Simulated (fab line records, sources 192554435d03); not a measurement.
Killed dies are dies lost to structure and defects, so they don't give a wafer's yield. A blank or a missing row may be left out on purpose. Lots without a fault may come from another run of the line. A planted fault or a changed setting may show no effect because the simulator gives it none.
Chamber matching | flow n5_finfet | N5_BEOL_M0_CUTY_ETCH_62 on rie_diel-04: 4 sister chambers
The step etches SiARC in CF4, time 58.5 s. 4 wafers are shown with their chamber, then 8 later ones without.

WAFERS WITH THEIR CHAMBER
wafer  | chamber | showerhead_plenum_p_Torr (Torr)
L082.5 | 3       | 2.15
L086.1 | 2       | 2.09
L086.4 | 1       | 2.04
L091.3 | 0       | 2.20

WAFERS WITHOUT THEIR CHAMBER
wafer  | showerhead_plenum_p_Torr (Torr)
L091.4 | 2.09
L091.5 | 2.03
L092.1 | 2.09
L092.2 | 2.03
L092.5 | 2.19
L094.1 | 2.19
L094.4 | 2.09
L094.5 | 2.09

WHICH CHAMBER EACH WENT THROUGH
wafer  | from the rows above | in truth
L091.4 | 2                   | 2
L091.5 | 1                   | 1
L092.1 | 2                   | 2
L092.2 | 1                   | 1
L092.5 | 0                   | 0
L094.1 | 0                   | 0
L094.4 | 2                   | 2
L094.5 | 2                   | 2
Placed correctly: 8 of 8. Can't be placed from these rows: 0. Placed wrongly: 0.
How it was worked out, from the rows above alone: a wafer's distance from a chamber is the root of the sum, over the readings, of the square of ((its reading less the chamber's mean) divided by the reading's scatter). The wafer belongs to the nearest chamber; if the next one is less than 2 further off, it can't be placed. A chamber's mean is the mean of its shown wafers. The scatter: with one shown wafer a chamber, the root of the mean of the squares of how far each hidden wafer lies from its nearest shown one.
